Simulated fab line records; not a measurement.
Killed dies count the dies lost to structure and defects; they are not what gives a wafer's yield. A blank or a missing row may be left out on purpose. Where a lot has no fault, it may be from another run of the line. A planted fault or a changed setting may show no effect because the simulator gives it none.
fab line records | flow n5_finfet
[record] lots = 7 | wafers = 21
route steps=1938 shown BEOL_M3@963 BEOL_M4@1028 BEOL_M5@1142 BEOL_M6@1204
start_h: hours from the record's opening day to when the first of the lot's shown wafers began | wait_h: hours elapsed since this lot's preceding step | " same as the row above | L1.1+2: a single row standing in for several wafers | - no value, or no start given | * or withheld: withheld | < > ~ a bound
route shown NAME@n: names a module that has steps shown in the file, with the first one's number in the route | usual: average and standard deviation across the fault-free wafers | same: alike in all rows | chamber/n: place in a boat | sites: readings site by site | _std_site: the standard deviation of these | _edge_site: outer sites' mean less inner sites' | radius_mm: how far each site lies from the wafer's centre | mask NAME#n: copy n | behind: the last tool/chamber to shape the wafer | hold: why the lot went on hold/how many hours it stayed there/how the hold came to an end | device: which transistor (n, p or np) failed to switch | end of line: the same wafers' tests at the end of the route | step lacking rows: just its recipe | killed: dies lost to structure and defects at the first sort, not the wafer's yield | map: a wafer's dies, x killed, . not, _ none there
set.NAME: setting as actually run; set.NAME@STEP: the setting as run at that earlier step | model.NAME: the simulator's own value behind a step, which no gauge read
one table per step and one row per wafer, for lots whose settings were changed on purpose
[[steps]]
[step N5_BEOL_M3_EXPOSE_25]
[recipe] mask_id = V2 | na = 0.33 | source_shape = quasar | sigma_inner = 0.2 | sigma_outer = 0.8 | polarization = unpolarized | defocus_nm = 5 | dose_mj = 63
lot.wafer  | tool           | chamber | start_h | wait_h | mask | set.dose_mj
L074.1+2   | euv_scanner-01 | 0       | 152.67  | -      | V2#0 | 61.79
L074.5     | "              | 0       | "       | "      | V2#0 | 63
L079.1+2   | euv_scanner-01 | 0       | 167.66  | -      | V2#0 | 63
L079.5     | "              | 0       | "       | "      | V2#0 | 66.44
L081.2     | euv_scanner-01 | 0       | 179.88  | -      | V2#0 | 60.98
L081.4+5   | "              | 0       | "       | "      | V2#0 | 63
L083.4+5+6 | euv_scanner-02 | 0       | 204.70  | -      | V2#0 | 63
L092.1+4+6 | euv_scanner-02 | 0       | 260.44  | -      | V2#0 | 63
L094.2+4   | euv_scanner-02 | 0       | 271.42  | -      | V2#0 | 58.31
L094.3     | "              | 0       | "       | "      | V2#0 | 63
L095.1+2+6 | euv_scanner-02 | 0       | 276.33  | -      | V2#0 | 63
[step N5_BEOL_M3_PEB_26]
[recipe] peb_temp_c = 100 | peb_time_s = 60 | resist = CAR-EUV
[step N5_BEOL_M3_DEVELOP_27]
[recipe] develop_time_s = 30 | developer = TMAH | resist = CAR-EUV | rinse_liquid = surfactant_rinse | dry = air_spin | dev_temp_c = 23
[step N5_BEOL_M3_CD_MEAS_28]
[recipe] target_cd_nm = 25.7 | landing_energy_ev = 500 | detector = se_inlens | target_cd_y_nm = 23.3 | polarity = opening
[usual] cd_nm = 25.64/0.22
lot.wafer | tool      | chamber | start_h | wait_h | set.dose_mj@BEOL_M3_EXPOSE_25 | cd_nm
L074.1    | cd_sem-02 | 0       | 152.82  | -      | 61.79                         | 25.40
L074.2    | "         | 0       | "       | "      | 61.79                         | 25.59
L074.5    | "         | 0       | "       | "      | 63                            | 25.82
L079.1    | cd_sem-01 | 0       | 167.80  | -      | 63                            | 25.72
L079.2    | "         | 0       | "       | "      | 63                            | 25.33
L079.5    | "         | 0       | "       | "      | 66.44                         | 26.60
L081.2    | cd_sem-02 | 0       | 180.02  | -      | 60.98                         | 25.08
L081.4    | "         | 0       | "       | "      | 63                            | 25.70
L081.5    | "         | 0       | "       | "      | 63                            | 25.51
L083.4    | cd_sem-02 | 0       | 204.83  | -      | 63                            | 26.05
L083.5    | "         | 0       | "       | "      | 63                            | 25.41
L083.6    | "         | 0       | "       | "      | 63                            | 25.73
L092.1    | cd_sem-01 | 0       | 260.58  | -      | 63                            | 25.23
L092.4    | "         | 0       | "       | "      | 63                            | 25.22
L092.6    | "         | 0       | "       | "      | 63                            | 25.48
L094.2    | cd_sem-03 | 0       | 271.55  | -      | 58.31                         | 23.90
L094.3    | "         | 0       | "       | "      | 63                            | 26.01
L094.4    | "         | 0       | "       | "      | 58.31                         | 24.78
L095.1    | cd_sem-02 | 0       | 276.47  | -      | 63                            | 25.49
L095.2    | "         | 0       | "       | "      | 63                            | 25.45
L095.6    | "         | 0       | "       | "      | 63                            | 25.29
[step N5_BEOL_M3_DESCUM_33]
[recipe] chemistry = O2 | time_s = 7 | source_power_w = 50 | bias_power_w = 20 | pressure_mtorr = 20 | rf_frequency_hz = 2.712e+07 | temp_c = 40 | resist = CAR-EUV | o2_flow_sccm = 225
[step N5_BEOL_M3_ETCH_77]
[recipe] chemistry = N2/H2 | target = underlayer | target_depth_a = 65 | mask_material = CAR-EUV | time_s = 5.2 | ion_energy_ev = 200 | pressure_mtorr = 30 | source_w = 840 | bias_w = 150 | n2_flow_sccm = 200 | h2_flow_sccm = 200 | ends = cleared
lot.wafer | tool        | chamber | start_h | wait_h | set.spin_rpm@BEOL_M3_COAT_76 | model.etch.depth_nm
L074.1    | rie_diel-02 | 1       | 153.10  | 0.0    | 1500                         | 5.009
L074.2    | "           | 2       | "       | "      | 1500                         | 5.022
L074.5    | "           | 2       | "       | "      | 1551                         | 4.92
L079.1    | rie_diel-04 | 1       | 168.55  | 0.0    | 1500                         | 5.026
L079.2    | "           | 2       | "       | "      | 1571                         | 4.891
L079.5    | "           | 2       | "       | "      | 1500                         | 5.006
L081.2    | rie_diel-04 | 1       | 180.18  | 0.0    | 1500                         | 5.006
L081.4    | "           | 2       | "       | "      | 1500                         | 4.994
L081.5    | "           | 1       | "       | "      | 1500                         | 5.003
L083.4    | rie_diel-06 | 3       | 205.04  | 0.0    | 1456                         | 5.09
L083.5    | "           | 0       | "       | "      | 1456                         | 5.088
L083.6    | "           | 2       | "       | "      | 1500                         | 5.031
L092.1    | rie_diel-02 | 2       | 260.74  | 0.0    | 1500                         | 4.967
L092.4    | "           | 0       | "       | "      | 1403                         | 5.149
L092.6    | "           | 2       | "       | "      | 1403                         | 5.153
L094.2    | rie_diel-02 | 3       | 271.71  | 0.0    | 1500                         | 4.998
L094.3    | "           | 1       | "       | "      | 1356                         | 5.26
L094.4    | "           | 0       | "       | "      | 1500                         | 4.988
L095.1    | rie_diel-02 | 2       | 277.21  | 0.0    | 1500                         | 4.991
L095.2    | "           | 0       | "       | "      | 1500                         | 4.989
L095.6    | "           | 3       | "       | "      | 1500                         | 4.979
[step N5_BEOL_M4_COAT_05]
[recipe] resist = CAR-EUV | spin_rpm = 1500 | resist_thk_nm = 30
lot.wafer  | tool           | chamber | start_h | wait_h | set.spin_rpm | model.CAR-EUV_of_BEOL_M4_COAT_05.thk_nm
L074.1     | litho_track-03 | 0       | -       | -      | 1395         | 31.2
L074.2+5   | "              | 0       | "       | "      | 1500         | 30
L079.1     | litho_track-01 | 0       | -       | -      | 1457         | 30.4
L079.2     | "              | 0       | "       | "      | 1500         | 30.2
L079.5     | "              | 0       | "       | "      | 1500         | 30
L081.2+4   | litho_track-01 | 0       | -       | -      | 1500         | 30.2
L081.5     | "              | 0       | "       | "      | 1409         | 31.2
L083.4+5+6 | litho_track-01 | 0       | -       | -      | 1500         | 30
L092.1+4   | litho_track-03 | 0       | -       | -      | 1500         | 30.2
L092.6     | "              | 0       | "       | "      | 1559         | 29.4
L095.1+2+6 | litho_track-02 | 0       | -       | -      | 1500         | 29.8
L094.2     | litho_track-01 | 0       | -       | -      | 1593         | 29
L094.3+4   | "              | 0       | "       | "      | 1500         | 30
[step N5_BEOL_M4_EBR_07]
[recipe] solvent = PGMEA | ebr_width_mm = 1.5
[step N5_BEOL_M4_SOFTBAKE_06]
[recipe] temp_c = 110 | time_s = 60 | resist = CAR-EUV
[step N5_BEOL_M4_EXPOSE_08]
[recipe] mask_id = M4 | na = 0.33 | source_shape = dipole | sigma_inner = 0.369 | sigma_outer = 0.767 | polarization = unpolarized | dose_mj = 41.25
[step N5_BEOL_M4_PEB_09]
[recipe] peb_temp_c = 100 | peb_time_s = 60 | resist = CAR-EUV
[step N5_BEOL_M4_DEVELOP_10]
[recipe] develop_time_s = 30 | developer = TMAH | resist = CAR-EUV | rinse_liquid = surfactant_rinse | dry = air_spin | dev_temp_c = 23
lot.wafer  | tool           | chamber | start_h | wait_h | set.spin_rpm@BEOL_M4_COAT_05 | model.CAR-EUV_of_BEOL_M4_COAT_05.thk_nm
L074.1     | litho_track-02 | 0       | -       | -      | 1395                         | 30.8
L074.2+5   | "              | 0       | "       | "      | 1500                         | 29.6
L079.1     | litho_track-01 | 0       | -       | -      | 1457                         | 30
L079.2+5   | "              | 0       | "       | "      | 1500                         | 29.6
L081.2+4   | litho_track-01 | 0       | -       | -      | 1500                         | 29.8
L081.5     | "              | 0       | "       | "      | 1409                         | 30.6
L083.4+5+6 | litho_track-02 | 0       | -       | -      | 1500                         | 29.6
L092.1+4   | litho_track-03 | 0       | -       | -      | 1500                         | 29.6
L092.6     | "              | 0       | "       | "      | 1559                         | 29
L095.1+2+6 | litho_track-03 | 0       | -       | -      | 1500                         | 29.4
L094.2     | litho_track-03 | 0       | -       | -      | 1593                         | 28.6
L094.3     | "              | 0       | "       | "      | 1500                         | 29.4
L094.4     | "              | 0       | "       | "      | 1500                         | 29.6
[step N5_BEOL_M4_DESCUM_16]
[recipe] chemistry = O2 | time_s = 7 | source_power_w = 50 | bias_power_w = 20 | pressure_mtorr = 20 | rf_frequency_hz = 2.712e+07 | temp_c = 40 | resist = CAR-EUV | o2_flow_sccm = 225
lot.wafer  | tool        | chamber | start_h | wait_h | set.spin_rpm@BEOL_M4_COAT_05 | model.CAR-EUV_of_BEOL_M4_COAT_05.thk_nm
L074.1     | rie_diel-03 | 2       | 164.06  | 0.0    | 1395                         | 27.2
L074.2+5   | "           | 3,0     | "       | "      | 1500                         | 26
L079.1     | rie_diel-01 | 1       | 177.54  | 0.0    | 1457                         | 26.6
L079.2     | "           | 2       | "       | "      | 1500                         | 26.2
L079.5     | "           | 1       | "       | "      | 1500                         | 26
L081.2+4   | rie_diel-05 | 1,2     | 204.83  | 0.0    | 1500                         | 26.2
L081.5     | "           | 1       | "       | "      | 1409                         | 27.2
L083.4+5+6 | rie_diel-05 | 1,3,2   | 243.66  | 0.3    | 1500                         | 26.2
L092.1+4   | rie_diel-03 | 2,0     | 279.05  | 0.0    | 1500                         | 26.2
L092.6     | "           | 1       | "       | "      | 1559                         | 25.6
L095.1+2+6 | rie_diel-03 | 3,0,0   | 293.52  | 0.0    | 1500                         | 26
L094.2     | rie_diel-03 | 0       | 306.51  | 0.0    | 1593                         | 25.2
L094.3+4   | "           | 3,1     | "       | "      | 1500                         | 26
[step N5_BEOL_M5_COAT_22]
[recipe] resist = CAR-EUV | spin_rpm = 1500 | resist_thk_nm = 30
lot.wafer  | tool           | chamber | start_h | wait_h | set.spin_rpm | model.CAR-EUV_of_BEOL_M5_COAT_22.thk_nm
L074.1+2   | litho_track-05 | 0       | -       | -      | 1500         | 30
L074.5     | "              | 0       | "       | "      | 1500         | 30.2
L079.1+2+5 | litho_track-03 | 0       | -       | -      | 1500         | 30
L081.2+4+5 | litho_track-03 | 0       | -       | -      | 1500         | 30
L083.4+5   | litho_track-03 | 0       | -       | -      | 1581         | 29.2
L083.6     | "              | 0       | "       | "      | 1500         | 30
L092.1+4+6 | litho_track-04 | 0       | -       | -      | 1500         | 30.2
L095.1+2+6 | litho_track-05 | 0       | -       | -      | 1500         | 30
L094.2     | litho_track-03 | 0       | -       | -      | 1500         | 30
L094.3     | "              | 0       | "       | "      | 1441         | 30.4
L094.4     | "              | 0       | "       | "      | 1441         | 30.6
[step N5_BEOL_M5_EXPOSE_25]
[recipe] mask_id = V4 | na = 0.33 | source_shape = quasar | sigma_inner = 0.2 | sigma_outer = 0.6 | polarization = unpolarized | defocus_nm = 10 | dose_mj = 52.75
lot.wafer  | tool           | chamber | start_h | wait_h | mask | set.dose_mj
L074.1+5   | euv_scanner-01 | 0       | 174.96  | -      | V4#0 | 50.42
L074.2     | "              | 0       | "       | "      | V4#0 | 52.75
L079.1+2+5 | euv_scanner-02 | 0       | 203.05  | -      | V4#0 | 52.75
L081.2+4+5 | euv_scanner-02 | 0       | 230.09  | -      | V4#0 | 54.25
L083.4+6   | euv_scanner-02 | 0       | 255.14  | -      | V4#0 | 52.75
L083.5     | "              | 0       | "       | "      | V4#0 | 54.43
L092.1     | euv_scanner-02 | 0       | 311.32  | -      | V4#0 | 52.75
L092.4+6   | "              | 0       | "       | "      | V4#0 | 55.22
L095.1+2+6 | euv_scanner-02 | 0       | 315.85  | -      | V4#0 | 52.75
L094.2     | euv_scanner-01 | 0       | 319.95  | -      | V4#0 | 52.75
L094.3+4   | "              | 0       | "       | "      | V4#0 | 56.04
[step N5_BEOL_M5_PEB_26]
[recipe] peb_temp_c = 100 | peb_time_s = 60 | resist = CAR-EUV
[step N5_BEOL_M5_DEVELOP_27]
[recipe] develop_time_s = 30 | developer = TMAH | resist = CAR-EUV | rinse_liquid = surfactant_rinse | dry = air_spin | dev_temp_c = 23
lot.wafer  | tool           | chamber | start_h | wait_h | set.spin_rpm@BEOL_M5_COAT_22 | model.CAR-EUV_of_BEOL_M5_COAT_22.thk_nm
L074.1+2+5 | litho_track-03 | 0       | -       | -      | 1500                         | 29.6
L079.1+5   | litho_track-03 | 0       | -       | -      | 1500                         | 29.6
L079.2     | "              | 0       | "       | "      | 1500                         | 29.4
L081.2+4+5 | litho_track-03 | 0       | -       | -      | 1500                         | 29.6
L083.4+5   | litho_track-03 | 0       | -       | -      | 1581                         | 28.8
L083.6     | "              | 0       | "       | "      | 1500                         | 29.6
L092.1+4+6 | litho_track-03 | 0       | -       | -      | 1500                         | 29.6
L095.1+2+6 | litho_track-04 | 0       | -       | -      | 1500                         | 29.6
L094.2     | litho_track-03 | 0       | -       | -      | 1500                         | 29.4
L094.3+4   | "              | 0       | "       | "      | 1441                         | 30
[step N5_BEOL_M5_CD_MEAS_28]
[recipe] target_cd_nm = 30.6 | landing_energy_ev = 500 | detector = se_inlens | target_cd_y_nm = 20 | polarity = opening
[usual] cd_nm = 30.63/0.26
lot.wafer | tool      | chamber | start_h | wait_h | set.dose_mj@BEOL_M5_EXPOSE_25 | cd_nm
L074.1    | cd_sem-03 | 0       | 175.10  | -      | 50.42                         | 29.67
L074.2    | "         | 0       | "       | "      | 52.75                         | 30.78
L074.5    | "         | 0       | "       | "      | 50.42                         | 29.55
L079.1    | cd_sem-02 | 0       | 203.19  | -      | 52.75                         | 30.87
L079.2    | "         | 0       | "       | "      | 52.75                         | 30.88
L079.5    | "         | 0       | "       | "      | 52.75                         | 30.88
L081.2    | cd_sem-03 | 0       | 230.22  | -      | 54.25                         | 31.49
L081.4    | "         | 0       | "       | "      | 54.25                         | 31.20
L081.5    | "         | 0       | "       | "      | 54.25                         | 31.48
L083.4    | cd_sem-01 | 0       | 255.26  | -      | 52.75                         | 30.33
L083.5    | "         | 0       | "       | "      | 54.43                         | 31.31
L083.6    | "         | 0       | "       | "      | 52.75                         | 30.28
L092.1    | cd_sem-02 | 0       | 311.45  | -      | 52.75                         | 30.46
L092.4    | "         | 0       | "       | "      | 55.22                         | 31.74
L092.6    | "         | 0       | "       | "      | 55.22                         | 31.82
L095.1    | cd_sem-02 | 0       | 315.99  | -      | 52.75                         | 30.29
L095.2    | "         | 0       | "       | "      | 52.75                         | 30.35
L095.6    | "         | 0       | "       | "      | 52.75                         | 30.59
L094.2    | cd_sem-01 | 0       | 320.08  | -      | 52.75                         | 30.77
L094.3    | "         | 0       | "       | "      | 56.04                         | 32.31
L094.4    | "         | 0       | "       | "      | 56.04                         | 31.84
[step N5_BEOL_M5_DESCUM_33]
[recipe] chemistry = O2 | time_s = 7 | source_power_w = 50 | bias_power_w = 20 | pressure_mtorr = 20 | rf_frequency_hz = 2.712e+07 | temp_c = 40 | resist = CAR-EUV | o2_flow_sccm = 225
[step N5_BEOL_M5_ETCH_75]
[recipe] chemistry = N2/H2 | target = underlayer | target_depth_a = 65 | mask_material = CAR-EUV | time_s = 5.2 | ion_energy_ev = 200 | pressure_mtorr = 30 | source_w = 840 | bias_w = 150 | n2_flow_sccm = 200 | h2_flow_sccm = 200 | ends = cleared
lot.wafer | tool        | chamber | start_h | wait_h | set.dose_mj@BEOL_M5_EXPOSE_25 | model.BEOL_M5.cd_nm
L074.1    | rie_diel-02 | 1       | 175.26  | 0.0    | 50.42                         | 26.8
L074.2    | "           | 2       | "       | "      | 52.75                         | 28
L074.5    | "           | 1       | "       | "      | 50.42                         | 27
L079.1    | rie_diel-06 | 0       | 203.37  | 0.0    | 52.75                         | 28.4
L079.2    | "           | 3       | "       | "      | 52.75                         | 28.2
L079.5    | "           | 3       | "       | "      | 52.75                         | 28.8
L081.2+4  | rie_diel-04 | 1,0     | 230.69  | 0.0    | 54.25                         | 28.8
L081.5    | "           | 3       | "       | "      | 54.25                         | 28.6
L083.4+6  | rie_diel-02 | 3,0     | 255.52  | 0.0    | 52.75                         | 27.8
L083.5    | "           | 2       | "       | "      | 54.43                         | 28.4
L092.1    | rie_diel-02 | 1       | 312.05  | 0.0    | 52.75                         | 28.2
L092.4    | "           | 0       | "       | "      | 55.22                         | 29
L092.6    | "           | 1       | "       | "      | 55.22                         | 29.2
L095.1+6  | rie_diel-04 | 3       | 316.15  | 0.0    | 52.75                         | 27.8
L095.2    | "           | 1       | "       | "      | 52.75                         | 28.2
L094.2    | rie_diel-02 | 2       | 320.24  | 0.0    | 52.75                         | 28.2
L094.3    | "           | 3       | "       | "      | 56.04                         | 29.6
L094.4    | "           | 0       | "       | "      | 56.04                         | 29.4
[step N5_BEOL_M5_ETCH_67]
[recipe] chemistry = CF4 | target = SiARC | target_depth_a = 156 | mask_material = CAR-EUV | time_s = 26 | ion_energy_ev = 80 | pressure_mtorr = 40 | source_w = 545 | bias_w = 36 | Ar_flow_sccm = 100 | cf4_flow_sccm = 100 | ends = cleared
lot.wafer | tool        | chamber | start_h | wait_h | set.spin_rpm@BEOL_M5_COAT_22 | set.dose_mj@BEOL_M5_EXPOSE_25 | model.BEOL_M5.cd_nm | model.CAR-EUV_of_BEOL_M5_COAT_22.thk_nm
L074.1    | rie_diel-02 | 1       | 175.27  | 0.0    | 1500                         | 50.42                         | 26.8                | 11.2
L074.2    | "           | 2       | "       | "      | 1500                         | 52.75                         | 28                  | 11.2
L074.5    | "           | 1       | "       | "      | 1500                         | 50.42                         | 27.2                | 11.2
L079.1    | rie_diel-06 | 0       | 203.39  | 0.0    | 1500                         | 52.75                         | 28.4                | 11.2
L079.2    | "           | 3       | "       | "      | 1500                         | 52.75                         | 28.2                | 11
L079.5    | "           | 3       | "       | "      | 1500                         | 52.75                         | 28.8                | 11.2
L081.2+4  | rie_diel-04 | 1,0     | 230.71  | 0.0    | 1500                         | 54.25                         | 28.8                | 11.2
L081.5    | "           | 3       | "       | "      | 1500                         | 54.25                         | 28.6                | 11.2
L083.4    | rie_diel-02 | 3       | 255.54  | 0.0    | 1581                         | 52.75                         | 27.8                | 10.2
L083.5    | "           | 2       | "       | "      | 1581                         | 54.43                         | 28.2                | 10.4
L083.6    | "           | 0       | "       | "      | 1500                         | 52.75                         | 27.8                | 11.2
L092.1    | rie_diel-02 | 1       | 312.07  | 0.0    | 1500                         | 52.75                         | 28.2                | 11.2
L092.4    | "           | 0       | "       | "      | 1500                         | 55.22                         | 29                  | 11.2
L092.6    | "           | 1       | "       | "      | 1500                         | 55.22                         | 29.2                | 11.2
L095.1    | rie_diel-04 | 3       | 316.16  | 0.0    | 1500                         | 52.75                         | 28                  | 11.2
L095.2    | "           | 1       | "       | "      | 1500                         | 52.75                         | 28.2                | 11.2
L095.6    | "           | 3       | "       | "      | 1500                         | 52.75                         | 28                  | 11
L094.2    | rie_diel-02 | 2       | 320.25  | 0.0    | 1500                         | 52.75                         | 28.2                | 11
L094.3+4  | "           | 3,0     | "       | "      | 1441                         | 56.04                         | 29.4                | 11.6
[step N5_BEOL_M5_ETCH_68]
[recipe] chemistry = N2/H2 | target = SOC | target_depth_a = 800 | overetch_a = 160 | mask_material = SiARC | temp_c = 40 | time_s = 120 | ion_energy_ev = 200 | pressure_mtorr = 30 | source_w = 840 | bias_w = 150 | n2_flow_sccm = 200 | h2_flow_sccm = 200
lot.wafer | tool        | chamber | start_h | wait_h | set.dose_mj@BEOL_M5_EXPOSE_25 | model.BEOL_M5.cd_nm
L074.1    | rie_diel-02 | 1       | 175.30  | 0.0    | 50.42                         | 27
L074.2    | "           | 2       | "       | "      | 52.75                         | 28
L074.5    | "           | 1       | "       | "      | 50.42                         | 27.2
L079.1+2  | rie_diel-06 | 0,3     | 203.42  | 0.0    | 52.75                         | 28.4
L079.5    | "           | 3       | "       | "      | 52.75                         | 28.8
L081.2+4  | rie_diel-04 | 1,0     | 230.73  | 0.0    | 54.25                         | 28.8
L081.5    | "           | 3       | "       | "      | 54.25                         | 28.6
L083.4+6  | rie_diel-02 | 3,0     | 255.59  | 0.0    | 52.75                         | 28
L083.5    | "           | 2       | "       | "      | 54.43                         | 28.4
L092.1    | rie_diel-02 | 1       | 312.10  | 0.0    | 52.75                         | 28.2
L092.4    | "           | 0       | "       | "      | 55.22                         | 29
L092.6    | "           | 1       | "       | "      | 55.22                         | 29.4
L095.1+6  | rie_diel-04 | 3       | 316.19  | 0.0    | 52.75                         | 28
L095.2    | "           | 1       | "       | "      | 52.75                         | 28.2
L094.2    | rie_diel-02 | 2       | 320.28  | 0.0    | 52.75                         | 28.2
L094.3    | "           | 3       | "       | "      | 56.04                         | 29.4
L094.4    | "           | 0       | "       | "      | 56.04                         | 29.6
[step N5_BEOL_M6_EXPOSE_08]
[recipe] mask_id = M6 | na = 1.35 | source_shape = dipole | sigma_inner = 0.817 | sigma_outer = 0.97 | polarization = te | dose_mj = 68.25
lot.wafer  | tool            | chamber | start_h | wait_h | mask | set.dose_mj
L074.1+2+5 | arfi_scanner-02 | 0       | 183.81  | -      | M6#0 | 68.25
L079.1+5   | arfi_scanner-02 | 0       | 217.51  | -      | M6#0 | 68.25
L079.2     | "               | 0       | "       | "      | M6#0 | 72.43
L081.2+4   | arfi_scanner-02 | 0       | 240.53  | -      | M6#0 | 68.25
L081.5     | "               | 0       | "       | "      | M6#0 | 64.54
L083.4+6   | arfi_scanner-02 | 0       | 266.67  | -      | M6#0 | 68.25
L083.5     | "               | 0       | "       | "      | M6#0 | 70.45
L092.1+4   | arfi_scanner-02 | 0       | 324.73  | -      | M6#0 | 68.25
L092.6     | "               | 0       | "       | "      | M6#0 | 71.8
L095.1+2+6 | arfi_scanner-03 | 0       | 325.45  | -      | M6#0 | 68.25
L094.2+3+4 | arfi_scanner-01 | 0       | 328.98  | -      | M6#0 | 68.25
[step N5_BEOL_M6_PEB_09]
[recipe] peb_temp_c = withheld | peb_time_s = 60 | resist = CAR-ArF
[step N5_BEOL_M6_DEVELOP_10]
[recipe] develop_time_s = 30 | developer = TMAH | resist = CAR-ArF | rinse_liquid = diw | dry = air_spin | dev_temp_c = 23
[step N5_BEOL_M6_CD_MEAS_11]
[recipe] target_cd_nm = 38.5 | landing_energy_ev = 500 | detector = se_inlens | polarity = opening
[usual] cd_nm = 38.5/0.45
lot.wafer | tool      | chamber | start_h | wait_h | set.dose_mj@BEOL_M6_EXPOSE_08 | cd_nm
L074.1    | cd_sem-03 | 0       | 183.94  | -      | 68.25                         | 38.9
L074.2    | "         | 0       | "       | "      | 68.25                         | 38.2
L074.5    | "         | 0       | "       | "      | 68.25                         | 38.9
L079.1    | cd_sem-03 | 0       | 217.64  | -      | 68.25                         | 38.7
L079.2    | "         | 0       | "       | "      | 72.43                         | 41.2
L079.5    | "         | 0       | "       | "      | 68.25                         | 38.3
L081.2    | cd_sem-02 | 0       | 240.65  | -      | 68.25                         | 38.6
L081.4    | "         | 0       | "       | "      | 68.25                         | 38.5
L081.5    | "         | 0       | "       | "      | 64.54                         | 35.8
L083.4    | cd_sem-01 | 0       | 266.78  | -      | 68.25                         | 38.5
L083.5    | "         | 0       | "       | "      | 70.45                         | 39.4
L083.6    | "         | 0       | "       | "      | 68.25                         | 38.1
L092.1    | cd_sem-01 | 0       | 324.86  | -      | 68.25                         | 38.7
L092.4    | "         | 0       | "       | "      | 68.25                         | 38.4
L092.6    | "         | 0       | "       | "      | 71.8                          | 41.5
L095.1    | cd_sem-02 | 0       | 325.58  | -      | 68.25                         | 38.3
L095.2    | "         | 0       | "       | "      | 68.25                         | 38.4
L095.6    | "         | 0       | "       | "      | 68.25                         | 38.3
L094.2    | cd_sem-02 | 0       | 329.10  | -      | 68.25                         | 39.7
L094.3    | "         | 0       | "       | "      | 68.25                         | 39.5
L094.4    | "         | 0       | "       | "      | 68.25                         | 39.2
[step N5_BEOL_M6_DESCUM_16]
[recipe] chemistry = O2 | time_s = 7.9 | source_power_w = 50 | bias_power_w = 20 | pressure_mtorr = 20 | rf_frequency_hz = 2.712e+07 | temp_c = 40 | resist = CAR-ArF | o2_flow_sccm = 225
[step N5_BEOL_M6_ETCH_61]
[recipe] chemistry = CF4 | target = SiARC | target_depth_a = 455 | mask_material = CAR-ArF | time_s = 75.8 | ion_energy_ev = 80 | pressure_mtorr = 40 | source_w = 545 | bias_w = 36 | Ar_flow_sccm = 100 | cf4_flow_sccm = 100 | ends = cleared
lot.wafer  | tool        | chamber | start_h | wait_h | set.dose_mj@BEOL_M6_EXPOSE_08 | model.BEOL_M6.cd_offset_nm
L074.1     | rie_diel-03 | 2       | 184.07  | 0.0    | 68.25                         | 0.4
L074.2+5   | "           | 0,3     | "       | "      | 68.25                         | 0.2
L079.1     | rie_diel-03 | 2       | 217.77  | 0.0    | 68.25                         | 0
L079.2     | "           | 3       | "       | "      | 72.43                         | 3
L079.5     | "           | 1       | "       | "      | 68.25                         | 0.2
L081.2     | rie_diel-05 | 3       | 240.79  | 0.0    | 68.25                         | 0.2
L081.4     | "           | 2       | "       | "      | 68.25                         | -0.2
L081.5     | "           | 3       | "       | "      | 64.54                         | -2.6
L083.4     | rie_diel-05 | 0       | 266.90  | 0.0    | 68.25                         | -0.2
L083.5     | "           | 3       | "       | "      | 70.45                         | 1
L083.6     | "           | 0       | "       | "      | 68.25                         | 0
L092.1     | rie_diel-03 | 0       | 324.98  | 0.0    | 68.25                         | 0.4
L092.4     | "           | 1       | "       | "      | 68.25                         | -0.2
L092.6     | "           | 1       | "       | "      | 71.8                          | 2.8
L095.1+6   | rie_diel-03 | 3       | 325.70  | 0.0    | 68.25                         | -0.4
L095.2     | "           | 0       | "       | "      | 68.25                         | 0
L094.2+3+4 | rie_diel-05 | 1,3,0   | 329.35  | 0.0    | 68.25                         | 0.8
[[key]]
[split] step = N5_BEOL_M3_EXPOSE_25 | setting = dose_mj | stated = 63 | by = wafer
[response] step = N5_BEOL_M3_CD_MEAS_28 | reading = cd_nm | change = +0.208 | per = 1% | r = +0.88
[split] step = N5_BEOL_M4_COAT_05 | setting = spin_rpm | stated = 1500 | by = wafer
[response] step = N5_BEOL_M4_COAT_05 | reading = model.CAR-EUV_of_BEOL_M4_COAT_05.thk_nm | change = -0.167 | per = 1% | r = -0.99
[response] step = N5_BEOL_M4_DEVELOP_10 | reading = model.CAR-EUV_of_BEOL_M4_COAT_05.thk_nm | change = -0.151 | per = 1% | r = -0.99
[response] step = N5_BEOL_M4_DESCUM_16 | reading = model.CAR-EUV_of_BEOL_M4_COAT_05.thk_nm | change = -0.157 | per = 1% | r = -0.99
[split] step = N5_BEOL_M5_COAT_22 | setting = spin_rpm | stated = 1500 | by = wafer
[response] step = N5_BEOL_M5_COAT_22 | reading = model.CAR-EUV_of_BEOL_M5_COAT_22.thk_nm | change = -0.141 | per = 1% | r = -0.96
[response] step = N5_BEOL_M5_DEVELOP_27 | reading = model.CAR-EUV_of_BEOL_M5_COAT_22.thk_nm | change = -0.15 | per = 1% | r = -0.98
[response] step = N5_BEOL_M5_ETCH_67 | reading = model.CAR-EUV_of_BEOL_M5_COAT_22.thk_nm | change = -0.162 | per = 1% | r = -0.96
[split] step = N5_BEOL_M5_EXPOSE_25 | setting = dose_mj | stated = 52.75 | by = wafer
[response] step = N5_BEOL_M5_CD_MEAS_28 | reading = cd_nm | change = +0.251 | per = 1% | r = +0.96
[response] step = N5_BEOL_M5_ETCH_75 | reading = model.BEOL_M5.cd_nm | change = +0.211 | per = 1% | r = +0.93
[response] step = N5_BEOL_M5_ETCH_67 | reading = model.BEOL_M5.cd_nm | change = +0.192 | per = 1% | r = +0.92
[response] step = N5_BEOL_M5_ETCH_68 | reading = model.BEOL_M5.cd_nm | change = +0.199 | per = 1% | r = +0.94
[split] step = N5_BEOL_M6_EXPOSE_08 | setting = dose_mj | stated = 68.25 | by = wafer
[response] step = N5_BEOL_M6_CD_MEAS_11 | reading = cd_nm | change = +0.481 | per = 1% | r = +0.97
[response] step = N5_BEOL_M6_ETCH_61 | reading = model.BEOL_M6.cd_offset_nm | change = +0.474 | per = 1% | r = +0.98
split outside_this_file step=N5_BEOL_M3_COAT_76 setting=spin_rpm
// split outside_this_file: this setting was split too, and the file shows its column; the key of that split is in another file
